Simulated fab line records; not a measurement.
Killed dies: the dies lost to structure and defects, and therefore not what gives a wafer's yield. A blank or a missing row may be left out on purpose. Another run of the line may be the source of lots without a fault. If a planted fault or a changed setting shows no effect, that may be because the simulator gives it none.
fab line records | flow nand_harc
record: lots: 11 | wafers: 33 | last_day: 32
route steps=1302 shown A_CHANNEL_FILL_D1@499 A_BONDPAD@1218 HYBRID_BOND@1237 END@1302
lots with no fault: from the same line, run without faults
start_h: start of the lot's first displayed wafer, in hours after the record's first day | wait_h: how many hours have passed since the lot's step before this one | " identical to the entry in the row above | L1.1+2: a single row standing in for several wafers | - either no value or no given start | * or withheld: withheld | < > ~ a bound
route shown NAME@n: NAME is a module with steps in the file, n the number in the route of the first one | usual: mean/standard deviation taken from wafers without a fault | same: alike in all rows | chamber/n: place in a boat | sites: the reading at each site | _std_site: the standard deviation of these | _edge_site: inner sites' mean taken away from outer sites' mean | radius_mm: for every site, how far away it sits from the centre of the wafer | mask NAME#n: copy n | behind: tool/chamber where the wafer was last shaped | hold: reason for holding the lot/hours on hold/outcome of the hold | device: transistor that didn't switch, given as n, p or np | end of line: the tests these same wafers got at the end of their route | step lacking rows: just its recipe | killed: not the wafer's yield, but the dies lost to structure and defects at the first sort | map: per-die view of a wafer (x killed, . not killed, _ where there is no die)
set.NAME: the setting as run; set.NAME@STEP: as run at that earlier step | model.NAME: the simulator's own value behind a step, which no gauge read
a sample of lots followed through the steps of the route, with each step as a table and each wafer as a row
services: a tool's chamber out of use, with start hour (start_h, from the record's first day; less than 0 if before it), hours out, and reason
== steps ==
step: NHARC_A_CHANNEL_FILL_D1_ETCHBACK_19
recipe: target_depth_a: 50 | time_s: 1.7 | hbr_flow_sccm: 150 | cl2_flow_sccm: 50 | rf_w: 400 | icp_w: 400 | bias_w: 100 | chemistry: HBr/Cl2
usual: drypump_motor_current_A: 6.0/0.38 | oes_product_au: 1.001/0.015 | throttle_valve_pct: 26.406/0.0089
lot.wafer | tool      | chamber | start_h | wait_h | drypump_motor_current_A | oes_product_au | rf_hours_counter_h | throttle_valve_pct
L476.3    | rie_si-02 | 1       | 216.99  | 0.4    | 6.0                     | 0.996          | 0.58               | 26.414
L476.5    | "         | 2       | "       | "      | 5.3                     | 0.990          | -                  | 26.404
L476.6    | "         | 3       | "       | "      | 5.8                     | 1.011          | -                  | 26.399
L479.4    | rie_si-03 | 3       | 246.38  | 0.4    | 6.0                     | 0.988          | 0.17               | 26.396
L479.1    | "         | 2       | "       | "      | 6.5                     | 1.000          | 0.17               | 26.421
L479.5    | "         | 3       | "       | "      | 6.0                     | 0.981          | -                  | 26.397
L480.4    | rie_si-03 | 3       | 255.37  | 0.4    | 6.0                     | 0.988          | 0.22               | 26.397
L480.2    | "         | 0       | "       | "      | 6.5                     | 1.031          | 0.14               | 26.403
L480.3    | "         | 2       | "       | "      | 6.5                     | 0.981          | 0.23               | 26.404
L481.4    | rie_si-05 | 1       | 263.00  | 0.4    | 5.8                     | 0.973          | 0.70               | 26.404
L481.1    | "         | 2       | "       | "      | 6.6                     | 0.977          | 0.73               | 26.399
L481.3    | "         | 0       | "       | "      | 5.6                     | 0.977          | 0.75               | 26.402
L482.3    | rie_si-03 | 0       | 271.13  | 0.4    | 6.5                     | 1.027          | 0.18               | 26.392
L482.2    | "         | 1       | "       | "      | 5.7                     | 1.002          | 0.18               | 26.425
L482.4    | "         | 3       | "       | "      | 6.0                     | 0.994          | 0.28               | 26.410
L483.3    | rie_si-03 | 3       | 291.41  | 0.4    | 6.0                     | 0.998          | 0.37               | 26.403
L483.5    | "         | 2       | "       | "      | 6.5                     | 0.988          | -                  | 26.411
L483.6    | "         | 3       | "       | "      | 6.0                     | 0.992          | -                  | 26.410
L484.4    | rie_si-03 | 0       | 298.87  | 0.4    | 6.5                     | 1.015          | 0.37               | 26.412
L484.1    | "         | 3       | "       | "      | 6.0                     | 0.980          | 0.44               | 26.404
L484.6    | "         | 0       | "       | "      | 6.5                     | 1.021          | -                  | 26.404
L485.3    | rie_si-02 | 1       | 311.57  | 0.4    | 5.9                     | 0.995          | 0.14               | 26.417
L485.6    | "         | 1       | "       | "      | 5.9                     | 1.003          | -                  | 26.407
L485.4    | "         | 2       | "       | "      | 5.4                     | 1.005          | -                  | 26.415
L487.4    | rie_si-03 | 1       | 322.78  | 0.4    | 5.7                     | 1.013          | 0.53               | 26.416
L487.1    | "         | 3       | "       | "      | 6.1                     | 0.985          | 0.57               | 26.419
L487.5    | "         | 2       | "       | "      | 6.5                     | 1.001          | -                  | 26.392
L496.3    | rie_si-03 | 2       | 412.64  | 0.4    | 6.5                     | 0.982          | 0.02               | 26.400
L496.2    | "         | 3       | "       | "      | 6.1                     | 1.002          | 0.02               | 26.391
L496.5    | "         | 2       | "       | "      | 6.5                     | 0.977          | -                  | 26.406
L498.4    | rie_si-03 | 0       | 433.53  | 0.4    | 6.5                     | 1.016          | 0.10               | 26.389
L498.1    | "         | 1       | "       | "      | 5.7                     | 1.006          | 0.12               | 26.390
L498.3    | "         | 2       | "       | "      | 6.5                     | 0.973          | 0.12               | 26.414
step: NHARC_A_BONDPAD_DESCUM_11
recipe: time_s: 3 | o2_flow_sccm: 200 | ar_flow_sccm: 0 | bias_power_w: 0 | chemistry: O2
usual: drypump_motor_current_A: 5.5/0.43 | oes_product_au: 1.004/0.014 | rf_vpp_V: 57.5/0.87 | showerhead_plenum_p_Torr: 1.84/0.085 | throttle_valve_pct: 11.310/0.0091
lot.wafer | tool        | chamber | start_h | wait_h | drypump_motor_current_A | oes_product_au | rf_hours_counter_h | rf_vpp_V | showerhead_plenum_p_Torr | throttle_valve_pct
L476.3    | rie_diel-03 | 2       | 526.87  | -      | 5.8                     | 0.993          | 11                 | 57.3     | 1.82                     | 11.323
L476.6    | "           | 3       | "       | "      | 5.2                     | 0.985          | -                  | 57.3     | 2.03                     | 11.315
L476.5    | "           | 0       | "       | "      | 5.8                     | 1.016          | -                  | 58.4     | 1.79                     | 11.307
L479.1    | rie_diel-13 | 1       | 560.77  | -      | 6.0                     | 1.011          | 1                  | 57.4     | 1.78                     | 11.304
L479.4    | "           | 0       | "       | "      | 4.8                     | 1.003          | -                  | 57.2     | 1.79                     | 11.305
L479.5    | "           | 1       | "       | "      | 6.0                     | 1.019          | -                  | 57.8     | 1.78                     | 11.323
L482.3    | rie_diel-03 | 1       | 573.79  | -      | 5.1                     | 0.996          | 21                 | 59.6     | 1.85                     | 11.315
L482.2    | "           | 3       | "       | "      | 5.2                     | 0.989          | 17                 | 57.7     | 2.03                     | 11.301
L482.4    | "           | 0       | "       | "      | 5.8                     | 1.011          | 21                 | 58.8     | 1.79                     | 11.314
L481.4    | rie_diel-03 | 0       | 576.95  | -      | 5.8                     | 1.006          | 21                 | 57.1     | 1.79                     | 11.307
L481.1    | "           | 2       | "       | "      | 5.8                     | 0.991          | 19                 | 56.3     | 1.82                     | 11.323
L481.3    | "           | 3       | "       | "      | 5.3                     | 1.004          | 18                 | 58.5     | 2.03                     | 11.310
L480.2    | rie_diel-13 | 2       | 577.69  | -      | 5.5                     | 1.012          | 1                  | 59.1     | 2.04                     | 11.310
L480.3    | "           | 3       | "       | "      | 5.3                     | 0.997          | 2                  | 59.1     | 1.80                     | 11.305
L480.4    | "           | 1       | "       | "      | 6.0                     | 1.015          | 2                  | 57.6     | 1.78                     | 11.308
L483.3    | rie_diel-13 | 3       | 610.65  | -      | 5.3                     | 1.019          | 3                  | 56.6     | 1.80                     | 11.307
L483.5    | "           | 3       | "       | "      | 5.3                     | 1.012          | -                  | 57.9     | 1.79                     | 11.315
L483.6    | "           | 0       | "       | "      | 4.8                     | 1.002          | -                  | 56.9     | 1.79                     | 11.306
L484.1    | rie_diel-13 | 0       | 610.90  | -      | 4.8                     | 1.003          | 3                  | 57.0     | 1.79                     | 11.309
L484.4    | "           | 3       | "       | "      | 5.3                     | 1.001          | 3                  | 59.3     | 1.79                     | 11.302
L484.6    | "           | 1       | "       | "      | 6.0                     | 1.022          | -                  | 57.1     | 1.78                     | 11.316
L485.3    | rie_diel-13 | 0       | 632.24  | -      | 4.8                     | 0.984          | 4                  | 57.1     | 1.79                     | 11.302
L485.4    | "           | 2       | "       | "      | 5.5                     | 1.010          | 3                  | 57.3     | 2.04                     | 11.304
L485.6    | "           | 0       | "       | "      | 4.8                     | 0.990          | -                  | 57.6     | 1.79                     | 11.314
L487.1    | rie_diel-13 | 0       | 654.47  | -      | 4.8                     | 0.994          | 5                  | 57.0     | 1.79                     | 11.311
L487.4    | "           | 2       | "       | "      | 5.5                     | 1.008          | 4                  | 59.2     | 2.04                     | 11.311
L487.5    | "           | 3       | "       | "      | 5.3                     | 0.993          | -                  | 58.0     | 1.79                     | 11.325
L496.2    | rie_diel-03 | 0       | 728.36  | -      | 5.8                     | 1.017          | 13                 | 56.7     | 1.78                     | 11.309
L496.3    | "           | 1       | "       | "      | 5.1                     | 1.011          | 15                 | 57.4     | 1.84                     | 11.307
L496.5    | "           | 1       | "       | "      | 5.1                     | 1.012          | -                  | 57.0     | 1.84                     | 11.319
L498.3    | rie_diel-13 | 0       | 739.83  | -      | 4.8                     | 1.009          | 1                  | 58.1     | 1.79                     | 11.290
L498.4    | "           | 1       | "       | "      | 6.0                     | 0.990          | 1                  | 56.7     | 1.78                     | 11.309
L498.1    | "           | 3       | "       | "      | 5.3                     | 0.971          | 2                  | 56.5     | 1.79                     | 11.319
step: NHARC_A_BONDPAD_STRIP_15
recipe: o2_flow_sccm: 500 | ar_flow_sccm: 0 | bias_w: 0 | chemistry: O2
usual: drypump_motor_current_A: 5.5/0.4 | oes_product_au: 1.003/0.012 | rf_vpp_V: 57.5/0.9 | showerhead_plenum_p_Torr: 3.43/0.16 | throttle_valve_pct: 17.037/0.0086
lot.wafer | tool        | chamber | start_h | wait_h | drypump_motor_current_A | oes_product_au | rf_hours_counter_h | rf_vpp_V | showerhead_plenum_p_Torr | throttle_valve_pct
L476.3    | rie_diel-03 | 2       | 527.27  | 0.1    | 5.8                     | 0.994          | 12                 | 57.6     | 3.37                     | 17.045
L476.5    | "           | 0       | "       | "      | 5.8                     | 1.012          | -                  | 56.9     | 3.32                     | 17.032
L476.6    | "           | 1       | "       | "      | 5.1                     | 1.011          | -                  | 58.3     | 3.42                     | 17.026
L479.1    | rie_diel-13 | 0       | 561.21  | 0.1    | 4.8                     | 1.010          | 1                  | 57.0     | 3.32                     | 17.035
L479.5    | "           | 0       | "       | "      | 4.8                     | 1.005          | -                  | 57.6     | 3.32                     | 17.041
L479.4    | "           | 1       | "       | "      | 6.1                     | 1.015          | -                  | 56.9     | 3.30                     | 17.051
L482.3    | rie_diel-13 | 0       | 574.18  | 0.1    | 4.8                     | 1.003          | 2                  | 56.4     | 3.32                     | 17.038
L482.2    | "           | 1       | "       | "      | 6.0                     | 1.016          | 2                  | 58.6     | 3.30                     | 17.026
L482.4    | "           | 3       | "       | "      | 5.4                     | 1.000          | 2                  | 57.0     | 3.33                     | 17.036
L481.1    | rie_diel-13 | 2       | 577.34  | 0.1    | 5.5                     | 1.009          | 1                  | 57.2     | 3.74                     | 17.032
L481.4    | "           | 3       | "       | "      | 5.3                     | 0.997          | 2                  | 56.4     | 3.33                     | 17.047
L481.3    | "           | 0       | "       | "      | 4.8                     | 0.993          | 2                  | 55.5     | 3.32                     | 17.029
L480.4    | rie_diel-03 | 2       | 578.08  | 0.1    | 5.8                     | 0.991          | 19                 | 57.6     | 3.36                     | 17.037
L480.2    | "           | 3       | "       | "      | 5.3                     | 0.989          | 18                 | 58.2     | 3.72                     | 17.035
L480.3    | "           | 1       | "       | "      | 5.1                     | 0.998          | 21                 | 57.7     | 3.41                     | 17.049
L483.3    | rie_diel-12 | 2       | 611.04  | 0.1    | 5.9                     | 0.999          | 48                 | 56.5     | 3.58                     | 17.039
L483.5    | "           | 2       | "       | "      | 5.8                     | 1.011          | -                  | 57.8     | 3.58                     | 17.038
L483.6    | "           | 3       | "       | "      | 6.0                     | 0.984          | -                  | 56.7     | 3.58                     | 17.030
L484.4    | rie_diel-13 | 2       | 611.29  | 0.1    | 5.5                     | 1.012          | 2                  | 58.8     | 3.74                     | 17.043
L484.1    | "           | 3       | "       | "      | 5.3                     | 1.004          | 3                  | 58.7     | 3.32                     | 17.034
L484.6    | "           | 2       | "       | "      | 5.5                     | 1.004          | -                  | 56.8     | 3.74                     | 17.028
L485.4    | rie_diel-13 | 3       | 632.67  | 0.1    | 5.3                     | 1.006          | 4                  | 56.2     | 3.32                     | 17.033
L485.3    | "           | 0       | "       | "      | 4.8                     | 1.008          | 4                  | 57.6     | 3.32                     | 17.035
L485.6    | "           | 2       | "       | "      | 5.5                     | 1.011          | -                  | 59.3     | 3.74                     | 17.038
L487.1    | rie_diel-13 | 3       | 654.87  | 0.1    | 5.3                     | 1.005          | 5                  | 57.9     | 3.32                     | 17.034
L487.4    | "           | 1       | "       | "      | 6.0                     | 1.016          | 4                  | 57.4     | 3.30                     | 17.050
L487.5    | "           | 3       | "       | "      | 5.3                     | 1.007          | -                  | 57.7     | 3.32                     | 17.041
L496.2    | rie_diel-13 | 3       | 728.80  | 0.1    | 5.3                     | 0.968          | 1                  | 56.5     | 3.32                     | 17.054
L496.3    | "           | 2       | "       | "      | 5.5                     | 0.997          | 1                  | 58.2     | 3.74                     | 17.036
L496.5    | "           | 3       | "       | "      | 5.3                     | 0.971          | -                  | 58.0     | 3.32                     | 17.034
L498.1    | rie_diel-12 | 3       | 740.24  | 0.1    | 6.1                     | 0.999          | 41                 | 57.3     | 3.56                     | 17.036
L498.3    | "           | 0       | "       | "      | 5.8                     | 0.999          | 42                 | 58.8     | 3.39                     | 17.037
L498.4    | "           | 1       | "       | "      | 5.6                     | 1.003          | 39                 | 56.7     | 3.35                     | 17.038
step: NHARC_HYBRID_BOND_ACTIVATE_00
recipe: time_s: 60 | n2_flow_sccm: 200 | ar_flow_sccm: 0 | bias_power_w: 0 | chemistry: N2
usual: drypump_motor_current_A: 5.7/0.45 | oes_product_au: 1.000/0.013 | rf_vpp_V: 63.9/0.87 | showerhead_plenum_p_Torr: 1.74/0.077
lot.wafer | tool        | chamber | start_h | wait_h | drypump_motor_current_A | oes_product_au | rf_hours_counter_h | rf_vpp_V | showerhead_plenum_p_Torr
L476.3    | rie_diel-07 | 0       | 529.51  | 0.1    | 5.8                     | 0.992          | 11                 | 64.8     | 1.73
L476.5    | "           | 0       | "       | "      | 5.9                     | 0.998          | -                  | 63.4     | 1.73
L476.6    | "           | 1       | "       | "      | 6.3                     | 1.012          | -                  | 62.8     | 1.68
L479.1    | rie_diel-08 | 0       | 563.46  | 0.1    | 5.8                     | 1.003          | 2                  | 63.9     | 1.92
L479.4    | "           | 1       | "       | "      | 5.5                     | 1.009          | 3                  | 63.7     | 1.69
L479.5    | "           | 3       | "       | "      | 6.4                     | 0.989          | -                  | 64.7     | 1.83
L482.3    | rie_diel-07 | 0       | 576.40  | 0.1    | 5.8                     | 1.002          | 32                 | 63.8     | 1.73
L482.2    | "           | 2       | "       | "      | 5.9                     | 1.002          | 30                 | 63.6     | 1.74
L482.4    | "           | 3       | "       | "      | 4.8                     | 0.987          | 33                 | 63.7     | 1.66
L481.3    | rie_diel-01 | 2       | 579.58  | 0.1    | 5.3                     | 0.998          | 1                  | 63.7     | 1.67
L481.1    | "           | 1       | "       | "      | 5.5                     | 0.974          | 1                  | 63.2     | 1.77
L481.4    | "           | 3       | "       | "      | 5.3                     | 0.992          | -                  | 65.5     | 1.87
L480.3    | rie_diel-01 | 1       | 580.29  | 0.1    | 5.5                     | 0.983          | 1                  | 64.9     | 1.77
L480.2    | "           | 3       | "       | "      | 5.3                     | 0.998          | 0                  | 64.7     | 1.87
L480.4    | "           | 1       | "       | "      | 5.5                     | 0.971          | -                  | 64.6     | 1.77
L483.3    | rie_diel-01 | 2       | 613.30  | 0.1    | 5.3                     | 0.996          | 2                  | 62.4     | 1.67
L483.5    | "           | 0       | "       | "      | 6.3                     | 0.996          | -                  | 63.2     | 1.70
L483.6    | "           | 1       | "       | "      | 5.5                     | 0.985          | -                  | 63.8     | 1.77
L484.4    | rie_diel-07 | 2       | 613.57  | 0.1    | 6.0                     | 1.007          | 42                 | 63.7     | 1.74
L484.1    | "           | 0       | "       | "      | 5.9                     | 1.011          | 44                 | 62.6     | 1.72
L484.6    | "           | 2       | "       | "      | 5.9                     | 0.998          | -                  | 63.2     | 1.74
L485.4    | rie_diel-01 | 3       | 634.91  | 0.1    | 5.3                     | 0.991          | 4                  | 64.2     | 1.87
L485.3    | "           | 0       | "       | "      | 6.3                     | 1.008          | 5                  | 64.4     | 1.70
L485.6    | "           | 1       | "       | "      | 5.5                     | 0.983          | -                  | 62.9     | 1.77
L487.1    | rie_diel-01 | 0       | 657.10  | 0.1    | 6.3                     | 1.008          | 7                  | 64.4     | 1.70
L487.4    | "           | 2       | "       | "      | 5.3                     | 1.016          | 6                  | 63.3     | 1.67
L487.5    | "           | 3       | "       | "      | 5.3                     | 0.980          | -                  | 67.3     | 1.86
L496.2    | rie_diel-08 | 1       | 731.07  | 0.1    | 5.5                     | 1.004          | 0                  | 64.9     | 1.67
L496.3    | "           | 2       | "       | "      | 5.9                     | 0.978          | 0                  | 64.1     | 1.79
L496.5    | "           | 1       | "       | "      | 5.5                     | 0.997          | -                  | 63.1     | 1.67
L498.1    | rie_diel-07 | 3       | 742.47  | 0.1    | 4.9                     | 1.003          | 28                 | 63.0     | 1.65
L498.3    | "           | 1       | "       | "      | 6.3                     | 1.023          | 33                 | 64.0     | 1.66
L498.4    | "           | 1       | "       | "      | 6.2                     | 1.018          | -                  | 62.6     | 1.66
step: NHARC_END_SORT_01
recipe: temp_c: 25
usual: killed_at_array: 56/17 | killed_at_other: 1.2/1.4 | killed_at_periphery: 4/3.2 | killed_dies: 61/16 | killed_open: 3.6/2.1 | killed_short: 2.7/1.8
same: gross_dies: 677
lot.wafer | tool      | chamber | start_h | wait_h | killed_at_array | killed_at_other | killed_at_periphery | killed_dies | killed_open | killed_short
L496.2    | prober-01 | 0       | 764.03  | 2.8    | 155             | 2               | 1                   | 158         | 2           | 1
L496.3    | prober-01 | 0       | 764.83  | 3.1    | 152             | 2               | 1                   | 155         | 2           | 2
L496.5    | prober-01 | 0       | 766.43  | 3.7    | 147             | 0               | 3                   | 150         | 3           | 2
L498.1    | prober-01 | 0       | 771.03  | 2.5    | 150             | 3               | 9                   | 162         | 9           | 4
L498.3    | prober-01 | 0       | 772.63  | 3.1    | 131             | 2               | 8                   | 141         | 2           | 4
L498.4    | prober-01 | 0       | 773.43  | 3.4    | 135             | 1               | 8                   | 144         | 2           | 2
killed by level:class
L496.2 A_CHANNEL_FILL_D1:unspecified=79 A_SLIT:chamber_film_flake=31 A_CHANNEL_HOLE_D2:chamber_film_flake=21 A_CHANNEL_HOLE_D1:chamber_film_flake=9 A_CONTACT:chamber_film_flake=7 HYBRID_BOND:chamber_film_flake=2 A_STAIRCASE:chamber_film_flake=2 A_M1:chamber_film_flake=2
L496.3 A_CHANNEL_FILL_D1:unspecified=73 A_CHANNEL_HOLE_D2:chamber_film_flake=29 A_SLIT:chamber_film_flake=25 A_CHANNEL_HOLE_D1:chamber_film_flake=13 A_CONTACT:chamber_film_flake=4 A_M1:chamber_film_flake=3 A_DECK1_JOINT:geometric_particle:open=1 A_DECK1_JOINT:geometric_particle:short=1
L496.5 A_CHANNEL_FILL_D1:unspecified=72 A_SLIT:chamber_film_flake=26 A_CHANNEL_HOLE_D2:chamber_film_flake=21 A_CHANNEL_HOLE_D1:chamber_film_flake=10 A_CONTACT:chamber_film_flake=9 A_STAIRCASE:chamber_film_flake=2 A_WL_FILL:chamber_film_flake=2 P_GATE:geometric_particle:open=1
L498.1 A_CHANNEL_FILL_D1:unspecified=84 A_SLIT:chamber_film_flake=31 A_CHANNEL_HOLE_D1:chamber_film_flake=16 A_CONTACT:chamber_film_flake=5 A_CHANNEL_FILL_D2:chamber_film_flake=4 A_ONON_D1:geometric_particle:open=3 P_GATE:chamber_film_flake=3 THIN_TSV:chamber_film_flake=3
L498.3 A_CHANNEL_FILL_D1:unspecified=76 A_SLIT:chamber_film_flake=25 A_CHANNEL_HOLE_D1:chamber_film_flake=10 A_CHANNEL_FILL_D2:chamber_film_flake=6 A_CONTACT:chamber_film_flake=5 P_STI:chamber_film_flake=4 P_GATE:chamber_film_flake=4 A_CHANNEL_FILL_D2:geometric_particle:short=2
L498.4 A_CHANNEL_FILL_D1:unspecified=82 A_SLIT:chamber_film_flake=27 A_CHANNEL_HOLE_D1:chamber_film_flake=17 P_STI:chamber_film_flake=4 P_GATE:chamber_film_flake=3 A_CHANNEL_FILL_D2:chamber_film_flake=2 A_CHANNEL_FILL_D1:geometric_particle:short=1 A_DECK1_JOINT:geometric_particle:short=1
== services ==
tool        | chamber | start_h | hours | kind
rie_si-03   | 1       | 200.28  | 1.4   | repair
rie_diel-13 | 0       | 210.73  | 3.9   | repair
rie_diel-13 | 3       | 211.52  | 1.3   | repair
rie_si-03   | -       | 221.00  | 9.0   | pm
rie_si-03   | -       | 250.84  | 0.1   | repair
rie_diel-03 | 3       | 280.78  | 16.3  | repair
rie_diel-03 | -       | 281.89  | 9.0   | pm
rie_diel-13 | -       | 342.01  | 9.0   | pm
rie_diel-13 | 1       | 362.31  | 8.5   | repair
rie_diel-13 | 3       | 366.29  | 2.0   | repair
rie_diel-13 | 2       | 367.96  | 13.9  | repair
rie_diel-13 | 0       | 384.90  | 5.0   | repair
rie_si-03   | 2       | 393.43  | 1.6   | repair
rie_si-03   | -       | 398.00  | 9.0   | pm
rie_diel-13 | 2       | 403.97  | 55.4  | repair
rie_si-03   | 2       | 466.25  | 12.6  | repair
rie_si-03   | -       | 471.81  | 1.1   | repair
rie_diel-13 | -       | 519.01  | 9.0   | pm
rie_si-03   | 0       | 522.65  | 3.0   | repair
rie_diel-13 | 2       | 552.89  | 21.1  | repair
rie_si-03   | -       | 575.00  | 9.0   | pm
rie_diel-13 | 1       | 618.02  | 6.6   | repair
rie_diel-13 | 0       | 648.23  | 1.3   | repair
rie_diel-13 | -       | 696.01  | 9.0   | pm
== key ==
first_sign: step: NHARC_END_SORT_01 | reading: killed_dies | direction: up | sigmas: 5.5 | usual: 61 | struck: 152
effect: step: NHARC_END_SORT_01 | reading: killed_at_array | direction: up | sigmas: 5.4 | usual: 56 | struck: 145
more_kills_born_at: NHARC_A_CHANNEL_FILL_D1_ETCHBACK_19@rie_si-03: 458
met_at NHARC_A_CHANNEL_FILL_D1_ETCHBACK_19
struck_lots L496,L498
tester_left_out L496,L498
not_acting_at NHARC_A_BONDPAD_DESCUM_11,NHARC_A_BONDPAD_STRIP_15,NHARC_HYBRID_BOND_ACTIVATE_00
onset_between 322.78 412.64
also_fits time
fault: kind: chamber_particle_source | tool: rie_si-03 | chamber: - | onset_h: 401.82 | steps: NHARC_A_CHANNEL_FILL_D1_ETCHBACK_19 | rate_per_visit_cm2: 0.7395 | end_h: 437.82
tester_left_out: of these lots the tester's yield and bins aren't shown, on N5 and GAA mostly nor the transistor test; their killed dies are dies lost to structure and defects alone, not to doping, threshold or leakage, so they don't give the yield
